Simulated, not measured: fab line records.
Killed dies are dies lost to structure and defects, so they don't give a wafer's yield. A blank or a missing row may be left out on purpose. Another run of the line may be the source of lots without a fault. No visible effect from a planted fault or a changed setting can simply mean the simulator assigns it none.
Chamber matching / flow n5 finfet / 4 sister chambers for N5_HKMG_FIN_STRIP_89 on rie diel-03
The step strips SOC in N2/H2, time 20 s. 8 wafers are shown with their chamber, then 7 later ones without.

## EACH WAFER AND ITS CHAMBER
wafer=L074.4; chamber=2; throttle valve pct (%)=19.3; showerhead plenum p Torr (Torr)=3.33
wafer=L080.5; chamber=0; throttle valve pct (%)=19.0; showerhead plenum p Torr (Torr)=3.43
wafer=L082.6; chamber=0; throttle valve pct (%)=19.0; showerhead plenum p Torr (Torr)=3.43
wafer=L083.2; chamber=1; throttle valve pct (%)=19.8; showerhead plenum p Torr (Torr)=3.21
wafer=L083.5; chamber=3; throttle valve pct (%)=18.5; showerhead plenum p Torr (Torr)=3.56
wafer=L083.6; chamber=2; throttle valve pct (%)=18.9; showerhead plenum p Torr (Torr)=3.32
wafer=L090.1; chamber=3; throttle valve pct (%)=18.5; showerhead plenum p Torr (Torr)=3.55
wafer=L090.2; chamber=1; throttle valve pct (%)=19.9; showerhead plenum p Torr (Torr)=3.20

## WAFERS WITHOUT THEIR CHAMBER
wafer=L090.3; throttle valve pct (%)=19.0; showerhead plenum p Torr (Torr)=3.42
wafer=L095.2; throttle valve pct (%)=19.1; showerhead plenum p Torr (Torr)=3.41
wafer=L095.3; throttle valve pct (%)=18.9; showerhead plenum p Torr (Torr)=3.31
wafer=L095.5; throttle valve pct (%)=19.9; showerhead plenum p Torr (Torr)=3.20
wafer=L097.2; throttle valve pct (%)=18.9; showerhead plenum p Torr (Torr)=3.30
wafer=L097.3; throttle valve pct (%)=18.6; showerhead plenum p Torr (Torr)=3.54
wafer=L097.6; throttle valve pct (%)=19.1; showerhead plenum p Torr (Torr)=3.41

## WHICH CHAMBER EACH ONE RAN IN
wafer=L090.3; from the rows above=0; in truth=0
wafer=L095.2; from the rows above=0; in truth=0
wafer=L095.3; from the rows above=2; in truth=2
wafer=L095.5; from the rows above=1; in truth=1
wafer=L097.2; from the rows above=2; in truth=2
wafer=L097.3; from the rows above=3; in truth=3
wafer=L097.6; from the rows above=0; in truth=0
7 of 7 placed correctly. From these rows, 0 cannot be placed. Wrongly placed: 0.
How it was worked out, from the rows above alone: a wafer's distance from a chamber is the root of the sum, over the readings, of the square of ((its reading less the chamber's mean) divided by the reading's scatter). The wafer belongs to the nearest chamber; if the next one is less than 2 further off, it can't be placed. Each chamber's mean is taken over the wafers shown for it. How the scatter is found: for the shown wafers, subtract from each reading the mean of its chamber, square and add these, divide the total by (wafers less chambers), then take the root.
